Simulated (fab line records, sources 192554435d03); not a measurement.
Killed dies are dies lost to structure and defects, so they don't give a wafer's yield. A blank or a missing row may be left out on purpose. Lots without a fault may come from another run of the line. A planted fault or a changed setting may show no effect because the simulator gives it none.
fab line records | flow n5_finfet
record lots=7 wafers=39
route steps=1938 shown ZERO_LAYER@4 WELL_APT@41 SD_EPI_N@278 MOL_CONTACT_COAG@584 BEOL_M0_SAQP@636 BEOL_M1@814 BEOL_M3@980 BEOL_M4@1111
start_h: hours from the record's first day to the start of the lot's first wafer shown | wait_h: hours since the lot's step before | " the same as in the row above | L1.1+2: a row that stands for several wafers | - no value, or no start given | * or withheld: withheld | < > ~ a bound
route shown NAME@n: a module of which the file shows steps, and the number in the route of the first | usual: mean/standard deviation of fault-free wafers | same: alike in all rows | chamber/n: place in a boat | sites: the reading at each site | _std_site: their standard deviation | _edge_site: outer sites' mean less inner sites' | radius_mm: how far each site lies from the wafer's centre | mask NAME#n: copy n | behind: the tool/chamber that last shaped the wafer | hold: why the lot was held/for how many hours/how that ended | device: the transistor (n, p or np) that didn't switch | end of line: the same wafers' tests at the end of the route | a step without rows: its recipe alone | killed: dies lost to structure and defects at the first sort, not the wafer's yield | map: a wafer's dies, x killed, . not, _ none there
set.NAME: the setting as run; set.NAME@STEP: as run at that earlier step | model.NAME: the simulator's own value behind a step, which no gauge read
lots whose settings were changed on purpose; a table a step, a row a wafer
## steps
# step N5_ZERO_LAYER_PECVD_02
# recipe material=SiO2 target_thk_a=100 temp_c=400 precursor=SiH4/N2O pressure_torr=0.75 rf_w=275 time_s=6
# step N5_WELL_APT_DEVELOP_24
# recipe develop_time_s=45 rinse_liquid=surfactant_rinse dry=air_spin dev_temp_c=21
# step N5_SD_EPI_N_ETCH_45
# recipe chemistry=CH3F/O2 target=SiOCN target_depth_a=60 mask_material=SOC ion_energy_ev=60 bias_w=29 pressure_mtorr=15 source_w=410 Ar_flow_sccm=150 CH3F_flow_sccm=30 O2_flow_sccm=20
# step N5_MOL_CONTACT_COAG_ETCHBACK_135
# recipe chemistry=CHF3 target=SiO2 target_depth_a=250 time_s=16.7 ion_energy_ev=200 pressure_mtorr=30 source_w=610 bias_w=170 Ar_flow_sccm=200 CHF3_flow_sccm=50
# step N5_BEOL_M0_SAQP_PECVD_96
# recipe material=a-Si target_thk_a=450 temp_c=350 precursor=SiH4/He pressure_torr=3 rf_w=100 time_s=45.2
# step N5_BEOL_M1_SPUTTER_48
# recipe material=Cu target_thk_a=45 temp_c=-20 chamber_pressure_pa=0.07 power_w=withheld time_s=8.29
# step N5_BEOL_M3_TRENCH_ETCH_37
# recipe chemistry=C4F6/O2 target_depth_a=555.55 target=SiOC time_s=29.2 ion_energy_ev=250 pressure_mtorr=30 source_w=355 bias_w=185 Ar_flow_sccm=300 C4F6_flow_sccm=10 O2_flow_sccm=10
# step N5_BEOL_M4_RC_MEAS_101
# usual CJ_N=4.37/0.099 REXT_N=75.2/1.6 RS_PWELL=3016/22
# columns lot.wafer tool chamber start_h wait_h set.time_s@ZERO_LAYER_PECVD_02 set.develop_time_s@WELL_APT_DEVELOP_24 set.target_depth_a@SD_EPI_N_ETCH_45 set.time_s@MOL_CONTACT_COAG_ETCHBACK_135 set.time_s@BEOL_M0_SAQP_PECVD_96 set.time_s@BEOL_M1_SPUTTER_48 set.target_depth_a@BEOL_M3_TRENCH_ETCH_37 CJ_N REXT_N[ohm.um] RS_PWELL[ohm/sq]
L080.1 prober-01 0 204.48 0.0 6 45 60 11.9 26.32 8.29 886.3 4.35 75.9 2990
L080.2 " 0 " " 6 45 60 11.9 45.2 12.82 555.55 4.35 74.7 2996
L080.3 " 0 " " 6 45 24.84 16.7 26.32 12.82 886.3 4.16 80.7 2971
L080.4 " 0 " " 6 60.33 60 16.7 26.32 8.29 555.55 4.14 75.9 3006
L080.5 " 0 " " 6 60.33 24.84 11.9 45.2 8.29 886.3 4.36 80.3 2994
L080.6 " 0 " " 6 60.33 24.84 16.7 45.2 12.82 555.55 4.33 79.2 3022
L081.1 prober-01 0 209.38 0.0 6 45 60 22.5 45.2 8.29 877.7 4.37 76.9 3027
L081.2 " 0 " " 4.987 45 60 16.7 45.2 10.62 555.55 4.30 76.6 2994
L081.3 " 0 " " 4.987 45 60 16.7 27.92 8.29 877.7 4.29 77.0 2999
L081.4 " 0 " " 6 45 60 22.5 45.2 8.29 555.55 4.40 76.0 3030
L081.5 " 0 " " 4.987 45 60 22.5 27.92 10.62 877.7 4.20 78.1 2978
L081.6 " 0 " " 6 45 60 16.7 27.92 10.62 555.55 4.44 76.8 2979
L083.1 prober-01 0 230.68 0.0 6 45 60 7.95 45.2 3.976 858.7 4.24 73.6 3015
L083.2 " 0 " " 8.745 45 69.7 16.7 37.12 8.29 555.55 4.69 71.4 3061
L083.3 " 0 " " 6 45 60 16.7 37.12 8.29 858.7 4.30 73.6 2997
L083.4 " 0 " " 8.745 45 69.7 7.95 45.2 8.29 555.55 4.69 73.4 3072
L083.5 " 0 " " 8.745 45 60 7.95 37.12 3.976 555.55 4.61 73.4 3089
L083.6 " 0 " " 6 45 69.7 16.7 45.2 3.976 858.7 4.31 72.9 3011
L086.2 prober-02 0 240.42 0.2 6 45 60 16.7 45.2 8.29 555.55 4.47 74.6 3037
L086.3 " 0 " " 6 45 60 16.7 45.2 8.29 555.55 4.57 73.2 3025
L086.5 " 0 " " 6 45 60 16.7 45.2 8.29 555.55 4.46 74.4 3005
L089.1 prober-01 0 275.54 0.0 6.987 45 60 21.61 19.79 8.29 555.55 4.53 73.7 3040
L089.2 " 0 " " 6 36.27 60 16.7 45.2 8.29 555.55 4.53 73.0 3000
L089.3 " 0 " " 6.987 45 60 16.7 19.79 10.63 555.55 4.56 72.4 3033
L089.4 " 0 " " 6 36.27 60 16.7 19.79 8.29 555.55 4.46 72.5 3017
L089.5 " 0 " " 6.987 36.27 60 21.61 45.2 10.63 555.55 4.57 72.7 3042
L089.6 " 0 " " 6 45 60 21.61 45.2 10.63 555.55 4.41 73.7 3016
L091.1 prober-02 0 276.75 0.0 3.507 45 60 16.7 24.68 8.29 698.3 4.03 74.5 2925
L091.2 " 0 " " 6 45 73.11 23.18 24.68 8.29 698.3 4.18 74.8 2951
L091.3 " 0 " " 3.507 45 60 16.7 45.2 8.29 555.55 4.03 73.3 2901
L091.4 " 0 " " 6 60.39 60 23.18 24.68 8.29 555.55 4.17 74.2 2951
L091.5 " 0 " " 6 60.39 73.11 16.7 45.2 8.29 698.3 4.36 74.0 2994
L091.6 " 0 " " 3.507 60.39 73.11 23.18 45.2 8.29 555.55 3.86 75.1 2916
L096.1 prober-01 0 305.74 0.0 6 45 60 26.46 45.2 8.29 821 4.43 75.0 3028
L096.2 " 0 " " 3.008 45 41.2 26.46 25.15 8.29 555.55 4.03 76.1 2942
L096.3 " 0 " " 6 45 41.2 16.7 45.2 8.29 821 4.38 76.2 2996
L096.4 " 0 " " 6 18.49 41.2 16.7 25.15 8.29 555.55 4.43 76.6 3039
L096.5 " 0 " " 3.008 18.49 60 26.46 45.2 8.29 555.55 3.99 74.1 2946
L096.6 " 0 " " 3.008 18.49 60 16.7 25.15 8.29 821 4.01 73.7 2931
## key
split step=N5_ZERO_LAYER_PECVD_02 setting=time_s stated_as=6
response step=N5_BEOL_M4_RC_MEAS_101 reading=CJ_N slope=+0.00743 per=1% together_with=all explained=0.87
response step=N5_BEOL_M4_RC_MEAS_101 reading=RS_PWELL slope=+1.46 per=1% together_with=all explained=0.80
split step=N5_WELL_APT_DEVELOP_24 setting=develop_time_s stated_as=45
response none clear
split step=N5_SD_EPI_N_ETCH_45 setting=target_depth_a stated_as=60
response step=N5_BEOL_M4_RC_MEAS_101 reading=REXT_N slope=-0.0628 per=1% together_with=all explained=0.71
split step=N5_MOL_CONTACT_COAG_ETCHBACK_135 setting=time_s stated_as=16.7
response none clear
split step=N5_BEOL_M0_SAQP_PECVD_96 setting=time_s stated_as=45.2
response none clear
split step=N5_BEOL_M1_SPUTTER_48 setting=time_s stated_as=8.29
response none clear
split step=N5_BEOL_M3_TRENCH_ETCH_37 setting=target_depth_a stated_as=555.55
response none clear
